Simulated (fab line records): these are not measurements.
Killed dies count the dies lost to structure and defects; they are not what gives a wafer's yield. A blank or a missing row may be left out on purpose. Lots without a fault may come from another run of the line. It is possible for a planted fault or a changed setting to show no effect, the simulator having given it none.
fab line records | flow n5Finfet
record lots=6 | wafers=18 | lastDay=20
route steps=1938 shown BEOL_M3@985 BEOL_M4@1111 PASSIVATION@1936
lots that met no fault: from a run of the same line without faults
startH: hours from the record's first day to the start of the lot's first wafer shown | waitH: hours elapsed since this lot's preceding step | " unchanged from the row above | L1.1+2: one row covering several wafers at once | - no value, or no start was given | * or withheld: withheld | < > ~ a bound
route shown NAME@n: a module of which the file shows steps, and the number in the route of the first | usual: the fault-free wafers' mean and standard deviation | same: alike in all rows | chamber/n: place in a boat | sites: per-site readings | _std_site: standard deviation across them | _edge_site: mean of outer sites minus mean of inner sites | radiusMm: for every site, how far away it sits from the centre of the wafer | mask NAME#n: copy n | behind: the most recent tool/chamber to have shaped the wafer | hold: the reason the lot was held/the length of the hold in hours/how it ended | device: transistor that didn't switch, given as n, p or np | end of line: the route-end tests of the same wafers | for a step that has no rows: nothing shown but its recipe | killed: count of dies lost to structure and defects at first sort (not the wafer's yield) | map: dies across one wafer; x = killed, . = not, _ = none there
set.NAME: the setting the step ran with; set.NAME@STEP: the setting that earlier step ran with | model.NAME: the simulator's own value behind a step, which no gauge read
certain route steps with their lots: each step a table, each wafer a row
services: the hour from which a tool's chamber was out of use, counted from the record's first day as startH (under 0 if before that day), plus the number of hours and why
## steps
# step N5_BEOL_M3_SRD_40
# recipe timeS=30 | tempC=23 | rinseLiquid=diw | dry=ipaMarangoni
# step N5_BEOL_M3_PRECLEAN_42
# recipe chemistry=residueRemover | timeS=60 | tempC=40
# step N5_BEOL_M3_SRD_43
# recipe timeS=30 | tempC=23 | rinseLiquid=diw | dry=ipaMarangoni
# step N5_BEOL_M3_CD_MEAS_35
# recipe targetCdNm=18 | targetCdYNm=21 | polarity=opening
# usual cdNm=18.0/0.34
lot.wafer | tool     | chamber | startH | waitH | cdNm
L372.2    | cdSem-03 | -       | 175.75 | 0.0   | 18.1
L372.4    | "        | -       | "      | "     | 18.3
L372.6    | "        | -       | "      | "     | 18.1
L376.1    | cdSem-01 | -       | 207.51 | 0.0   | 18.2
L376.2    | "        | -       | "      | "     | 17.9
L376.6    | "        | -       | "      | "     | 18.6
L388.2    | cdSem-01 | -       | 269.83 | 0.0   | 17.5
L388.3    | "        | -       | "      | "     | 17.8
L388.6    | "        | -       | "      | "     | 18.8
L389.2    | cdSem-02 | -       | 272.76 | 0.0   | 18.1
L389.3    | "        | -       | "      | "     | 17.9
L389.4    | "        | -       | "      | "     | 17.8
L391.2    | cdSem-03 | -       | 302.09 | 0.0   | 18.2
L391.4    | "        | -       | "      | "     | 18.1
L391.6    | "        | -       | "      | "     | 17.9
L392.4    | cdSem-01 | -       | 316.62 | 0.0   | 17.9
L392.5    | "        | -       | "      | "     | 18.1
L392.6    | "        | -       | "      | "     | 17.9
# step N5_BEOL_M3_DEGAS_44
# recipe ambient=vacuum | tempC=250 | timeS=60
# usual heaterPowerW=340/36
lot.wafer | tool          | chamber | startH | waitH | heaterPowerW
L372.2    | pvdSputter-01 | -       | 175.80 | 0.0   | 343
L372.4    | "             | -       | "      | "     | 343
L372.6    | "             | -       | "      | "     | 384
L376.1    | pvdSputter-02 | -       | 207.95 | 0.4   | 272
L376.2    | "             | -       | "      | "     | 392
L376.6    | "             | -       | "      | "     | 271
L388.2    | pvdSputter-02 | -       | 270.29 | 0.5   | 330
L388.3    | "             | -       | "      | "     | 396
L388.6    | "             | -       | "      | "     | 341
L389.2    | pvdSputter-02 | -       | 273.13 | 0.4   | 322
L389.3    | "             | -       | "      | "     | 320
L389.4    | "             | -       | "      | "     | 396
L391.2    | pvdSputter-03 | -       | 302.80 | 0.7   | 318
L391.4    | "             | -       | "      | "     | 330
L391.6    | "             | -       | "      | "     | 308
L392.4    | pvdSputter-02 | -       | 317.09 | 0.5   | 334
L392.5    | "             | -       | "      | "     | 337
L392.6    | "             | -       | "      | "     | 321
# step N5_BEOL_M3_PRE_CLEAN_45
# recipe gas=H2/He | timeS=30 | tempC=250
# step N5_BEOL_M3_ALD_84
# recipe material=TaN | targetThkA=* | tempC=275 | aldPrecursorFamily=PDMAT | aldCoReactant=NH3 | pressureTorr=3 | carrierFlowSccm=1500 | pulseTimeS=2 | purgeTimeS=3 | coReactantPurgeTimeS=2 | coReactantPulseTimeS=3 | aldCycles=30 | precursorVesselTempC=75 | precursorVesselPressureTorr=26.25 | precursorVesselCarrierSccm=1000
# usual heaterPowerW=427/45
lot.wafer | tool        | chamber | startH | waitH | heaterPowerW
L372.2    | aldMetal-01 | 2       | 175.90 | 0.0   | 446
L372.4    | "           | 3       | "      | "     | 401
L372.6    | "           | 2       | "      | "     | 448
L376.1    | aldMetal-01 | 3       | 208.05 | 0.0   | 420
L376.2    | "           | 1       | "      | "     | 433
L376.6    | "           | 0       | "      | "     | 417
L388.2    | aldMetal-03 | 1       | 270.39 | 0.0   | 389
L388.3    | "           | 2       | "      | "     | 450
L388.6    | "           | 1       | "      | "     | 390
L389.2    | aldMetal-02 | 2       | 273.23 | 0.0   | 394
L389.3    | "           | 1       | "      | "     | 575
L389.4    | "           | 3       | "      | "     | 426
L391.2    | aldMetal-02 | 3       | 302.90 | 0.0   | 424
L391.4    | "           | 1       | "      | "     | 561
L391.6    | "           | 1       | "      | "     | 560
L392.4    | aldMetal-01 | 3       | 317.21 | 0.1   | 415
L392.5    | "           | 0       | "      | "     | 425
L392.6    | "           | 1       | "      | "     | 431
# step N5_BEOL_M3_SURFACE_TREAT_85
# recipe gas=Ar | timeS=* | ionEnergyEv=* | ionCurrentMaCm2=0.5 | pressureMtorr=* | arFlowSccm=30
# step N5_BEOL_M3_CVD_47
# recipe material=Co | targetThkA=30 | tempC=withheld | precursor=CCTBA/H2 | pressureTorr=30 | timeS=223.8
# step N5_BEOL_M3_SPUTTER_48
# recipe material=Cu | targetThkA=45 | tempC=-20 | chamberPressurePa=0.07 | powerW=withheld | timeS=8.29
# step N5_BEOL_M3_ANNEAL_49
# recipe tempC=400 | timeS=240 | ambient=vacuum
# usual heaterPowerW=843/91 | susceptorTempC=399.99/0.21
lot.wafer | tool          | chamber | startH | waitH | heaterPowerW | susceptorTempC
L372.2    | pvdSputter-01 | -       | 176.83 | 0.0   | 938          | 399.91
L372.4    | "             | -       | "      | "     | 866          | 399.94
L372.6    | "             | -       | "      | "     | 938          | 400.08
L376.1    | pvdSputter-02 | -       | 208.77 | 0.0   | 978          | 399.91
L376.2    | "             | -       | "      | "     | 788          | 399.76
L376.6    | "             | -       | "      | "     | 964          | 399.76
L388.2    | pvdSputter-02 | -       | 270.97 | 0.0   | 822          | 399.86
L388.3    | "             | -       | "      | "     | 791          | 400.00
L388.6    | "             | -       | "      | "     | 668          | 399.88
L389.2    | pvdSputter-03 | -       | 274.16 | 0.0   | 806          | 400.13
L389.3    | "             | -       | "      | "     | 778          | 399.93
L389.4    | "             | -       | "      | "     | 803          | 399.74
L391.2    | pvdSputter-01 | -       | 303.46 | 0.0   | 875          | 399.82
L391.4    | "             | -       | "      | "     | 948          | 400.44
L391.6    | "             | -       | "      | "     | 887          | 399.97
L392.4    | pvdSputter-03 | -       | 318.30 | 0.0   | 777          | 399.74
L392.5    | "             | -       | "      | "     | 762          | 399.54
L392.6    | "             | -       | "      | "     | 787          | 400.33
# step N5_BEOL_M3_SPUTTER_79
# recipe material=Cu | targetThkA=45 | tempC=-20 | chamberPressurePa=0.07 | powerW=withheld | timeS=8.29
# usual chamberPressurePa=0.06998/0.00014 | throttleValvePct=30.2/1
lot.wafer | tool          | chamber | startH | waitH | chamberPressurePa | throttleValvePct
L372.2    | pvdSputter-01 | -       | 176.97 | 0.1   | 0.06989           | 29.6
L372.4    | "             | -       | "      | "     | 0.06971           | 30.8
L372.6    | "             | -       | "      | "     | 0.06981           | 31.6
L376.1    | pvdSputter-02 | -       | 208.91 | 0.1   | 0.07002           | 28.1
L376.2    | "             | -       | "      | "     | 0.06998           | 29.4
L376.6    | "             | -       | "      | "     | 0.07002           | 28.0
L388.2    | pvdSputter-02 | -       | 271.11 | 0.1   | 0.07007           | 29.6
L388.3    | "             | -       | "      | "     | 0.07029           | 29.3
L388.6    | "             | -       | "      | "     | 0.06994           | 30.0
L389.2    | pvdSputter-03 | -       | 274.30 | 0.1   | 0.07028           | 31.3
L389.3    | "             | -       | "      | "     | 0.07015           | 31.5
L389.4    | "             | -       | "      | "     | 0.07006           | 29.6
L391.2    | pvdSputter-01 | -       | 303.60 | 0.1   | 0.06984           | 31.2
L391.4    | "             | -       | "      | "     | 0.06992           | 29.7
L391.6    | "             | -       | "      | "     | 0.06981           | 31.0
L392.4    | pvdSputter-03 | -       | 318.44 | 0.1   | 0.06999           | 31.7
L392.5    | "             | -       | "      | "     | 0.07004           | 31.2
L392.6    | "             | -       | "      | "     | 0.07019           | 31.2
# step N5_BEOL_M3_ANNEAL_80
# recipe tempC=400 | timeS=240 | ambient=vacuum
# usual heaterPowerW=843/90 | susceptorTempC=400.02/0.22
lot.wafer | tool          | chamber | startH | waitH | heaterPowerW | susceptorTempC
L372.2    | pvdSputter-01 | -       | 177.05 | 0.0   | 929          | 400.02
L372.4    | "             | -       | "      | "     | 858          | 399.80
L372.6    | "             | -       | "      | "     | 945          | 400.32
L376.1    | pvdSputter-02 | -       | 208.99 | 0.0   | 984          | 399.97
L376.2    | "             | -       | "      | "     | 773          | 400.15
L376.6    | "             | -       | "      | "     | 1012         | 400.31
L388.2    | pvdSputter-02 | -       | 271.19 | 0.0   | -            | -
L388.3    | "             | -       | "      | "     | -            | -
L388.6    | "             | -       | "      | "     | -            | -
L389.2    | pvdSputter-03 | -       | 274.38 | 0.0   | -            | -
L389.3    | "             | -       | "      | "     | -            | -
L389.4    | "             | -       | "      | "     | -            | -
L391.2    | pvdSputter-01 | -       | 303.68 | 0.0   | 886          | 399.80
L391.4    | "             | -       | "      | "     | 913          | 400.06
L391.6    | "             | -       | "      | "     | 832          | 399.81
L392.4    | pvdSputter-03 | -       | 318.52 | 0.0   | 780          | 399.97
L392.5    | "             | -       | "      | "     | 763          | 399.80
L392.6    | "             | -       | "      | "     | 793          | 400.04
# step N5_BEOL_M3_SPUTTER_81
# recipe material=Cu | targetThkA=45 | tempC=-20 | chamberPressurePa=0.07 | powerW=withheld | timeS=8.29
# usual chamberPressurePa=0.07/0.00014 | throttleValvePct=30.2/1
lot.wafer | tool          | chamber | startH | waitH | chamberPressurePa | throttleValvePct
L372.2    | pvdSputter-01 | -       | 177.19 | 0.1   | 0.06994           | 29.1
L372.4    | "             | -       | "      | "     | 0.07              | 31.0
L372.6    | "             | -       | "      | "     | 0.06996           | 31.6
L376.1    | pvdSputter-02 | -       | 209.13 | 0.1   | 0.06994           | 28.1
L376.2    | "             | -       | "      | "     | 0.06996           | 29.6
L376.6    | "             | -       | "      | "     | 0.06995           | 28.2
L388.2    | pvdSputter-02 | -       | 271.33 | 0.1   | 0.07006           | 29.5
L388.3    | "             | -       | "      | "     | 0.06997           | 29.3
L388.6    | "             | -       | "      | "     | 0.07009           | 30.0
L389.2    | pvdSputter-03 | -       | 274.52 | 0.1   | 0.06993           | 31.2
L389.3    | "             | -       | "      | "     | 0.07015           | 31.5
L389.4    | "             | -       | "      | "     | 0.07001           | 29.3
L391.2    | pvdSputter-01 | -       | 303.82 | 0.1   | 0.06991           | 30.8
L391.4    | "             | -       | "      | "     | 0.0701            | 29.4
L391.6    | "             | -       | "      | "     | 0.06998           | 31.2
L392.4    | pvdSputter-03 | -       | 318.66 | 0.1   | 0.06988           | 31.3
L392.5    | "             | -       | "      | "     | 0.06981           | 31.4
L392.6    | "             | -       | "      | "     | 0.07007           | 31.0
# step N5_BEOL_M4_RC_MEAS_101
# usual DIBL_N=36.7/1.8 | DIBL_P=37.0/2.4 | IOFF_N=0.17/0.036 | IOFF_P=0.22/0.042 | ION_N=673/12 | ION_P=462/8.5 | SS_N=71.7/0.62 | SS_P=73.4/0.65 | VT_N=250/3.7 | VT_P=-250/3.7
lot.wafer | tool      | chamber | startH | waitH | DIBL_N[mV/V] | DIBL_P[mV/V] | IOFF_N[nA/um] | IOFF_P[nA/um] | ION_N[uA/um] | ION_P[uA/um] | SS_N[mV/dec] | SS_P[mV/dec] | VT_N[mV] | VT_P[mV]
L372.2    | prober-02 | 0       | 212.04 | 0.2   | 38.0         | 37.8         | 0.19          | 0.25          | 668          | 468          | 72.2         | 73.8         | 247      | -246
L372.4    | "         | 0       | "      | "     | 37.3         | 37.7         | 0.17          | 0.25          | 691          | 476          | 72.1         | 73.3         | 248      | -247
L372.6    | "         | 0       | "      | "     | 37.4         | 36.1         | 0.16          | 0.22          | 666          | 460          | 71.7         | 72.8         | 252      | -249
L376.1    | prober-02 | 0       | 224.14 | 0.0   | 36.6         | 36.5         | 0.16          | 0.21          | 669          | 465          | 71.9         | 72.7         | 252      | -247
L376.2    | "         | 0       | "      | "     | 34.9         | 35.1         | 0.13          | 0.19          | 663          | 464          | 71.6         | 73.0         | 250      | -250
L376.6    | "         | 0       | "      | "     | 35.9         | 35.8         | 0.15          | 0.20          | 663          | 463          | 71.4         | 73.0         | 251      | -251
L389.2    | prober-01 | 0       | 300.70 | 0.2   | 37.6         | 36.2         | 0.17          | 0.22          | 675          | 459          | 71.5         | 73.6         | 249      | -252
L389.3    | "         | 0       | "      | "     | 34.7         | 33.3         | 0.13          | 0.17          | 675          | 459          | 71.0         | 72.9         | 255      | -252
L389.4    | "         | 0       | "      | "     | 32.5         | 30.5         | 0.11          | 0.15          | 664          | 456          | 70.4         | 72.1         | 254      | -257
L388.2    | prober-02 | 0       | 300.88 | 0.2   | 40.0         | 39.7         | 0.22          | 0.24          | 682          | 467          | 72.5         | 73.5         | 244      | -251
L388.3    | "         | 0       | "      | "     | 36.4         | 36.0         | 0.14          | 0.19          | 673          | 459          | 71.1         | 72.8         | 251      | -252
L388.6    | "         | 0       | "      | "     | 39.1         | 38.4         | 0.19          | 0.22          | 690          | 464          | 72.5         | 73.6         | 247      | -251
L391.2    | prober-02 | 0       | 330.89 | 0.2   | 34.9         | 35.7         | 0.13          | 0.21          | 667          | 469          | 71.4         | 72.5         | 251      | -250
L391.4    | "         | 0       | "      | "     | 36.9         | 37.2         | 0.17          | 0.22          | 665          | 455          | 72.2         | 73.6         | 252      | -251
L391.6    | "         | 0       | "      | "     | 37.0         | 38.2         | 0.18          | 0.25          | 678          | 473          | 72.4         | 72.9         | 250      | -250
L392.4    | prober-01 | 0       | 356.19 | 0.5   | 36.3         | 36.1         | 0.16          | 0.21          | 686          | 465          | 71.9         | 73.1         | 248      | -249
L392.5    | "         | 0       | "      | "     | 36.5         | 35.6         | 0.15          | 0.20          | 675          | 464          | 71.0         | 73.1         | 249      | -253
L392.6    | "         | 0       | "      | "     | 34.9         | 32.6         | 0.12          | 0.15          | 663          | 445          | 71.7         | 72.3         | 255      | -255
# step N5_PASSIVATION_PROBE_49
# usual defectLimitedYield=91.1/1.4 | killed_at_M0_to_M3=32/9.3 | killed_at_M4_up=13/5.8 | killedAtContacts=12/6.3 | killedAtFrontEnd=44/12 | killedAtOther=3.6/2.7 | killedDies=104/17 | killedOpen=69/13 | killedShort=34/6.9 | sort_bin_5_function=5.2/0.98 | sort_bin_6_memory=3.3/0.59 | sortNPass=1075/17 | sortYieldPct=91.1/1.4
# same grossDies=1180 | killedAtBackSide=0 | sort_bin_4_leakage[%]=0 | sort_bin_8_speed[%]=0
lot.wafer | tool      | chamber | startH | waitH | defectLimitedYield[%] | killed_at_M0_to_M3 | killed_at_M4_up | killedAtContacts | killedAtFrontEnd | killedAtOther | killedDies | killedOpen | killedShort | sort_bin_5_function[%] | sort_bin_6_memory[%] | sortNPass | sortYieldPct[%]
L372.2    | prober-02 | -       | 318.97 | 0.1   | 90.5                  | 45                 | 13              | 1                | 47               | 6             | 112        | 71         | 37          | 5.3                    | 3.3                  | 1068      | 90.5
L372.4    | prober-02 | -       | 319.07 | 0.2   | 90.9                  | 33                 | 4               | 4                | 61               | 5             | 107        | 67         | 40          | 4.6                    | 3.6                  | 1073      | 90.9
L372.6    | prober-02 | -       | 319.17 | 0.3   | 93.7                  | 33                 | 5               | 5                | 28               | 3             | 74         | 44         | 29          | 4.0                    | 2.0                  | 1106      | 93.7
L391.2    | prober-02 | -       | 429.67 | 0.1   | 89.5                  | 48                 | 19              | 10               | 39               | 8             | 124        | 74         | 48          | 6.9                    | 3.2                  | 1056      | 89.5
L391.4    | prober-02 | -       | 429.77 | 0.2   | 90.5                  | 22                 | 13              | 17               | 53               | 7             | 112        | 73         | 36          | 5.8                    | 3.3                  | 1068      | 90.5
L391.6    | prober-02 | -       | 429.87 | 0.3   | 91.4                  | 26                 | 11              | 9                | 53               | 3             | 102        | 63         | 30          | 3.9                    | 3.8                  | 1078      | 91.4
# killed by level:class
L372.2 BEOL_M3:geometricParticle:open=14 STI_FIN_REVEAL:geometricParticle:open=11 BEOL_M2:geometricParticle:open=10 BEOL_M3:geometricParticle:short=9 FIN_SAQP:geometricParticle:open=8 BEOL_M4:geometricParticle:open=7 FIN_SAQP:geometricParticle:short=5 BEOL_M1:geometricParticle:open=5
L372.4 STI_FIN_REVEAL:geometricParticle:open=16 FIN_SAQP:geometricParticle:open=12 BEOL_M0_SAQP:geometricParticle:short=11 BEOL_M1:geometricParticle:open=8 FIN_SAQP:geometricParticle:short=7 BEOL_M3:geometricParticle:open=6 BEOL_M0_SAQP:geometricParticle:open=5 STARTING-WAFER:geometricParticle:open=5
L372.6 BEOL_M3:geometricParticle:open=14 FIN_SAQP:geometricParticle:short=7 BEOL_M0_SAQP:geometricParticle:short=7 BEOL_M0_SAQP:geometricParticle:open=6 ILD0:geometricParticle:short=5 FIN_SAQP:geometricParticle:open=4 MOL_CONTACT_COAG:geometricParticle:open=4 STI_FIN_REVEAL:geometricParticle:open=3
L391.2 BEOL_M0_SAQP:geometricParticle:open=11 BEOL_M0_SAQP:geometricParticle:short=10 MOL_CONTACT_COAG:geometricParticle:open=9 BEOL_M2:geometricParticle:short=8 FIN_SAQP:geometricParticle:short=6 DUMMY_GATE:geometricParticle:open=6 STI_FIN_REVEAL:geometricParticle:open=6 BEOL_M1:geometricParticle:open=6
L391.4 MOL_CONTACT_COAG:geometricParticle:open=15 FIN_SAQP:geometricParticle:short=11 FIN_SAQP:geometricParticle:open=8 GATE_CUT:geometricParticle:short=6 BEOL_M0_SAQP:geometricParticle:open=6 STI_FIN_REVEAL:geometricParticle:open=5 DUMMY_GATE:geometricParticle:open=5 BEOL_M0_SAQP:geometricParticle:short=5
L391.6 FIN_SAQP:geometricParticle:open=16 FIN_SAQP:geometricParticle:short=10 STI_FIN_REVEAL:geometricParticle:open=7 BEOL_M0_SAQP:geometricParticle:open=7 HKMG_FIN:areaEtch=7 MOL_CONTACT_COAG:geometricParticle:open=6 BEOL_M2:geometricParticle:open=6 BEOL_M3:geometricParticle:open=4
## services
tool          | chamber | startH | hours | kind
aldMetal-02   | 2       | 163.46 | -     | calibration
aldMetal-02   | 2       | 184.95 | 24.6  | repair
aldMetal-02   | 0       | 206.00 | 27.8  | repair
aldMetal-03   | 3       | 229.57 | 6.1   | repair
aldMetal-03   | -       | 236.13 | 1.1   | repair
aldMetal-02   | 2       | 257.74 | 11.7  | repair
aldMetal-01   | 3       | 259.45 | 5.5   | repair
aldMetal-03   | -       | 260.28 | 2.8   | pm
aldMetal-03   | 0       | 265.40 | 12.5  | repair
aldMetal-03   | 1       | 289.38 | 26.9  | repair
aldMetal-01   | -       | 291.55 | 8.7   | pm
pvdSputter-02 | -       | 301.83 | 7.9   | repair
aldMetal-01   | 2       | 302.09 | 3.9   | repair
aldMetal-01   | -       | 317.65 | 2.7   | repair
## key
firstSign step=N5_BEOL_M3_ANNEAL_80 | reading=toolRecord | direction=missing
effect none on later readings
metAt N5_BEOL_M3_ANNEAL_80
struckWafers L388.2,L388.3,L388.6,L389.2,L389.3,L389.4
onsetBetween 208.99 271.19
fault kind=skippedStepWhole | tool=pvdSputter-02,pvdSputter-03 | chamber=- | onsetH=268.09 | steps=N5_BEOL_M3_ANNEAL_80 | scope=struckLotsOnly
